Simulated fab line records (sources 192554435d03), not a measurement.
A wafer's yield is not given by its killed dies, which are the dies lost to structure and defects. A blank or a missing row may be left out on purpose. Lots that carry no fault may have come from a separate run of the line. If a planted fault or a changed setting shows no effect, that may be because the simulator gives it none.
fab line records -- flow n5Finfet
record lots=11, wafers=33, lastDay=18
route steps=1938 shown BEOL_M5@1183 BEOL_M6@1200
lots that met no fault: taken from a fault-free run of the same line
startH: the number of hours between the record's first day and the start of the first shown wafer of the lot -- waitH: hours from the lot's prior step to this one -- " same as the row above -- L1.1+2: several wafers, shown together as one row -- - value missing, or start not given -- * or withheld: withheld -- < > ~ a bound
route shown NAME@n: a module of which the file shows steps, and the number in the route of the first -- usual: average and standard deviation across the fault-free wafers -- same: alike in all rows -- chamber/n: place in a boat -- sites: per-site readings -- _std_site: the values' standard deviation -- _edge_site: the outer-site mean with the inner-site mean subtracted -- radiusMm: how far each site lies from the wafer's centre -- mask NAME#n: copy n -- behind: the tool/chamber that last shaped the wafer -- hold: the reason the lot was held/the length of the hold in hours/how it ended -- device: transistor that didn't switch, given as n, p or np -- end of line: the same wafers' tests at the end of the route -- a step without rows: its recipe alone -- killed: the dies lost at the first sort to structure and to defects; this is not the yield of the wafer -- map: per-die view of a wafer (x killed, . not killed, _ where there is no die)
set.NAME: the setting the step ran with; set.NAME@STEP: the setting that earlier step ran with -- model.NAME: the simulator's own value behind a step, which no gauge read
one table for each step of the route and one row for each wafer, over a sample of lots
services: when a tool's chamber went out of use (startH, in hours from the record's first day, below 0 if earlier), for how many hours, and the reason
## steps
# step N5_BEOL_M5_SPUTTER_90
# recipe material=Cu, targetThkA=45, tempC=-20, chamberPressurePa=0.07, powerW=withheld, timeS=8.29
# usual chamberPressurePa=0.07/0.00013, throttleValvePct=30.5/0.42
lot.wafer,tool,chamber,startH,waitH,chamberPressurePa,throttleValvePct
L160.3,pvdSputter-01,-,195.57,0.5,0.07005,30.3
L160.4,pvdSputter-01,-,195.57,0.5,0.07003,29.6
L160.6,pvdSputter-01,-,195.57,0.5,0.06981,30.9
L161.4,pvdSputter-02,-,205.72,0.5,0.07002,31.0
L161.5,pvdSputter-02,-,205.72,0.5,0.07013,31.1
L161.6,pvdSputter-02,-,205.72,0.5,0.07002,30.4
L163.2,pvdSputter-02,-,214.92,0.5,0.07001,30.9
L163.4,pvdSputter-02,-,214.92,0.5,0.06994,30.6
L163.6,pvdSputter-02,-,214.92,0.5,0.06989,30.7
L165.3,pvdSputter-03,-,226.64,0.5,0.07002,29.9
L165.5,pvdSputter-03,-,226.64,0.5,0.06995,29.9
L165.6,pvdSputter-03,-,226.64,0.5,0.06994,30.8
L168.1,pvdSputter-02,-,249.86,0.5,0.06978,31.0
L168.3,pvdSputter-02,-,249.86,0.5,0.07011,31.3
L168.6,pvdSputter-02,-,249.86,0.5,0.07027,30.8
L170.3,pvdSputter-01,-,262.00,0.5,0.06996,30.5
L170.4,pvdSputter-01,-,262.00,0.5,0.06987,31.2
L170.5,pvdSputter-01,-,262.00,0.5,0.07013,29.5
L177.1,pvdSputter-01,-,298.56,0.5,0.06987,29.7
L177.3,pvdSputter-01,-,298.56,0.5,0.06984,30.9
L177.4,pvdSputter-01,-,298.56,0.5,0.07013,30.4
L178.1,pvdSputter-02,-,303.70,0.5,0.07014,30.4
L178.5,pvdSputter-02,-,303.70,0.5,0.06992,30.7
L178.6,pvdSputter-02,-,303.70,0.5,0.07,30.6
L179.2,pvdSputter-01,-,311.28,0.5,0.06996,30.5
L179.5,pvdSputter-01,-,311.28,0.5,0.06967,30.7
L179.6,pvdSputter-01,-,311.28,0.5,0.07003,30.2
L180.1,pvdSputter-02,-,320.38,0.5,0.06997,31.2
L180.2,pvdSputter-02,-,320.38,0.5,0.06977,30.9
L180.3,pvdSputter-02,-,320.38,0.5,0.06992,30.5
L181.1,pvdSputter-02,-,329.01,0.5,0.0699,30.5
L181.2,pvdSputter-02,-,329.01,0.5,0.06984,30.8
L181.4,pvdSputter-02,-,329.01,0.5,0.07008,31.0
# step N5_BEOL_M5_CMP_52
# recipe stopOn=SiCOH_lowk, tOverpolishS=6.9, downForcePsi=1, platenRpm=50, clearingPlatenDownForcePsi=1.5, clearingPlatenRpm=50, postCmpClean=cuAlkaline, targetThkNm=62, clearingPlatenPadVelocityMS=0.99484, padVelocityMS=0.99484
# usual barrierFieldEndpointS=24.6/0.5, motorCurrentA=5.6/0.38, overpolishRunS=6.900/0.0092, slurryFilterDpKPa=13.49/0.12, slurryFlowMlMin=150.0/0.5, timeToEndpointS=62.4/2.2
lot.wafer,tool,chamber,startH,waitH,barrierFieldEndpointS,motorCurrentA,overpolishRunS,slurryFilterDpKPa,slurryFlowMlMin,timeToEndpointS
L160.4,cmp-01,1,196.11,0.2,24.0,5.4,6.901,13.52,150.0,62.2
L160.3,cmp-01,2,196.11,0.2,24.0,5.5,6.906,13.65,150.1,62.0
L160.6,cmp-01,1,196.11,0.2,25.1,5.4,6.878,13.35,150.5,62.6
L161.4,cmp-01,1,206.35,0.2,25.2,5.1,6.896,13.50,150.6,62.1
L161.5,cmp-01,2,206.35,0.2,25.2,5.6,6.907,13.54,150.3,62.9
L161.6,cmp-01,3,206.35,0.2,25.0,5.5,6.904,13.41,150.5,64.7
L163.2,cmp-02,0,215.63,0.2,24.2,5.1,6.909,13.53,151.0,62.4
L163.4,cmp-02,2,215.63,0.2,23.5,5.4,6.910,13.48,149.6,59.4
L163.6,cmp-02,3,215.63,0.2,24.4,6.2,6.904,13.62,149.7,58.8
L165.3,cmp-04,1,227.25,0.3,25.1,6.5,6.896,13.66,149.8,64.0
L165.6,cmp-04,2,227.25,0.3,24.8,5.6,6.897,13.28,150.3,62.4
L165.5,cmp-04,3,227.25,0.3,25.7,5.2,6.901,13.49,151.0,66.3
L168.1,cmp-01,2,250.48,0.4,24.6,5.7,6.893,13.44,150.3,59.7
L168.3,cmp-01,3,250.48,0.4,24.9,5.5,6.904,13.44,149.6,62.0
L168.6,cmp-01,1,250.48,0.4,25.5,5.0,6.898,13.31,150.0,62.5
L170.3,cmp-02,0,262.57,0.2,24.3,5.3,6.906,13.65,150.5,65.6
L170.4,cmp-02,1,262.57,0.2,25.0,5.8,6.886,13.55,149.3,64.9
L170.5,cmp-02,3,262.57,0.2,24.1,5.9,6.897,13.43,148.8,60.2
L177.3,cmp-02,0,299.51,0.2,24.7,4.9,6.884,13.37,150.6,64.0
L177.4,cmp-02,1,299.51,0.2,25.4,5.8,6.895,13.25,150.9,62.5
L177.1,cmp-02,2,299.51,0.2,24.6,5.6,6.916,13.40,149.6,63.5
L178.1,cmp-02,3,304.48,0.5,25.1,6.1,6.897,13.41,149.1,64.5
L178.6,cmp-02,3,304.48,0.5,24.7,6.1,6.906,13.65,149.9,61.4
L178.5,cmp-02,0,304.48,0.5,24.9,5.5,6.908,13.35,150.2,62.8
L179.2,cmp-02,1,311.83,0.3,24.7,5.6,6.894,13.57,149.9,61.7
L179.5,cmp-02,0,311.83,0.3,25.1,4.9,6.914,13.27,150.6,64.0
L179.6,cmp-02,1,311.83,0.3,25.5,5.3,6.908,13.45,149.7,65.4
L180.1,cmp-02,3,320.88,0.3,24.3,6.1,6.905,13.40,149.5,63.1
L180.3,cmp-02,0,320.88,0.3,25.1,5.3,6.891,13.50,149.4,66.0
L180.2,cmp-02,2,320.88,0.3,24.8,5.2,6.918,13.44,149.7,63.1
L181.2,cmp-02,1,329.51,0.2,24.9,5.7,6.913,13.27,150.1,62.4
L181.1,cmp-02,2,329.51,0.2,24.7,5.6,6.898,13.63,150.2,64.1
L181.4,cmp-02,0,329.51,0.2,25.7,5.4,6.894,13.55,150.5,65.6
# step N5_BEOL_M5_PRE_CLEAN_77
# recipe gas=NH3/H2, timeS=15, tempC=*, rfPowerW=300
# usual heaterPowerW=90/12
lot.wafer,tool,chamber,startH,waitH,heaterPowerW
L160.3,cvdCo-01,1,196.40,0.0,85
L160.4,cvdCo-01,1,196.40,0.0,83
L160.6,cvdCo-01,2,196.40,0.0,109
L161.4,cvdCo-02,0,206.59,0.1,93
L161.5,cvdCo-02,2,206.59,0.1,86
L161.6,cvdCo-02,1,206.59,0.1,101
L163.2,cvdCo-01,1,215.93,0.0,83
L163.4,cvdCo-01,2,215.93,0.0,104
L163.6,cvdCo-01,0,215.93,0.0,70
L165.3,cvdCo-01,2,227.47,0.0,107
L165.5,cvdCo-01,1,227.47,0.0,83
L165.6,cvdCo-01,2,227.47,0.0,107
L168.1,cvdCo-01,0,250.74,0.0,71
L168.3,cvdCo-01,1,250.74,0.0,82
L168.6,cvdCo-01,2,250.74,0.0,107
L170.3,cvdCo-02,2,262.88,0.1,84
L170.4,cvdCo-02,0,262.88,0.1,91
L170.5,cvdCo-02,2,262.88,0.1,83
L177.1,cvdCo-01,1,299.81,0.0,85
L177.3,cvdCo-01,0,299.81,0.0,71
L177.4,cvdCo-01,1,299.81,0.0,83
L178.1,cvdCo-01,0,304.89,0.1,70
L178.5,cvdCo-01,1,304.89,0.1,83
L178.6,cvdCo-01,0,304.89,0.1,69
L179.2,cvdCo-02,0,312.29,0.2,93
L179.5,cvdCo-02,0,312.29,0.2,96
L179.6,cvdCo-02,1,312.29,0.2,97
L180.1,cvdCo-01,0,321.22,0.0,70
L180.2,cvdCo-01,1,321.22,0.0,85
L180.3,cvdCo-01,2,321.22,0.0,110
L181.1,cvdCo-02,2,329.84,0.0,86
L181.2,cvdCo-02,1,329.84,0.0,98
L181.4,cvdCo-02,1,329.84,0.0,98
# step N5_BEOL_M6_COAT_60
# recipe resist=SiARC, tempC=220, timeS=60, spinRpm=1500, resistThkNm=35
# usual heaterPowerTotalW=427.5/2.1, plateTempC=220.04/0.15
lot.wafer,tool,chamber,startH,waitH,heaterPowerTotalW,plateTempC
L160.3,lithoTrack-01,0,197.79,-,425.0,219.79
L160.4,lithoTrack-01,0,197.79,-,424.4,219.96
L160.6,lithoTrack-01,0,197.79,-,424.8,220.01
L161.4,lithoTrack-05,0,207.87,-,426.0,220.05
L161.5,lithoTrack-05,0,207.87,-,424.2,220.16
L161.6,lithoTrack-05,0,207.87,-,425.0,220.08
L163.2,lithoTrack-01,0,217.06,-,425.6,220.14
L163.4,lithoTrack-01,0,217.06,-,426.9,220.01
L163.6,lithoTrack-01,0,217.06,-,430.4,219.82
L165.3,lithoTrack-01,0,228.65,-,411.4,214.49
L165.5,lithoTrack-01,0,228.65,-,416.7,214.61
L165.6,lithoTrack-01,0,228.65,-,416.4,214.48
L168.1,lithoTrack-01,0,252.89,-,416.4,214.62
L168.3,lithoTrack-01,0,252.89,-,416.4,214.58
L168.6,lithoTrack-01,0,252.89,-,415.4,214.54
L170.3,lithoTrack-02,0,265.07,-,426.6,220.04
L170.4,lithoTrack-02,0,265.07,-,425.3,220.13
L170.5,lithoTrack-02,0,265.07,-,425.7,220.22
L177.1,lithoTrack-05,0,303.17,-,424.9,220.15
L177.3,lithoTrack-05,0,303.17,-,429.4,220.06
L177.4,lithoTrack-05,0,303.17,-,429.5,220.13
L178.1,lithoTrack-02,0,306.71,-,426.7,220.12
L178.5,lithoTrack-02,0,306.71,-,429.7,220.03
L178.6,lithoTrack-02,0,306.71,-,427.8,220.09
L179.2,lithoTrack-01,0,314.56,-,428.0,220.08
L179.5,lithoTrack-01,0,314.56,-,427.0,220.07
L179.6,lithoTrack-01,0,314.56,-,430.4,220.20
L180.1,lithoTrack-01,0,323.67,-,427.9,219.78
L180.2,lithoTrack-01,0,323.67,-,430.2,220.10
L180.3,lithoTrack-01,0,323.67,-,424.2,220.00
L181.1,lithoTrack-01,0,332.38,-,425.4,220.15
L181.2,lithoTrack-01,0,332.38,-,429.4,220.11
L181.4,lithoTrack-01,0,332.38,-,429.3,219.98
## services
tool,chamber,startH,hours,kind
cmp-01,-,174.98,4.3,repair
cmp-02,-,183.81,2.2,repair
cmp-01,-,191.12,1.8,repair
cmp-01,-,227.10,0.9,repair
cvdCo-02,-,231.43,0.3,repair
cmp-04,-,232.63,0.3,repair
cmp-04,-,246.71,8.5,pm
lithoTrack-02,-,247.41,-,consumableReplace:filter
cmp-01,-,254.51,4.0,pm
cmp-01,-,258.51,-,consumableReplace:conditioner
cmp-01,-,258.51,-,consumableReplace:pad
cmp-02,-,260.23,0.3,repair
cmp-02,-,279.17,4.0,pm
cmp-02,-,283.17,-,consumableReplace:conditioner
cmp-02,-,283.17,-,consumableReplace:pad
cvdCo-02,2,286.37,40.8,repair
cmp-01,-,294.07,9.1,pm
cmp-02,-,304.96,3.9,repair
pvdSputter-03,-,316.18,2.9,repair
lithoTrack-01,-,328.35,-,consumableReplace:filter
## key
firstSign step=N5_BEOL_M6_COAT_60, reading=plateTempC, direction=down, sigmas=37, usual=*, struck=*
effect step=N5_BEOL_M6_COAT_60, reading=heaterPowerTotalW, direction=down, sigmas=5.6, usual=*, struck=*
metAt N5_BEOL_M6_COAT_60
struckLots L165,L168
notActingAt N5_BEOL_M5_SPUTTER_90,N5_BEOL_M5_CMP_52,N5_BEOL_M5_PRE_CLEAN_77
onsetBetween 217.06 228.65
fault kind=processParameterDrift, tool=lithoTrack-01, chamber=-, onsetH=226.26, steps=N5_BEOL_M6_COAT_60, channel=tempC, offset=*, shape=step, endH=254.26, actsIn=*, stated=*
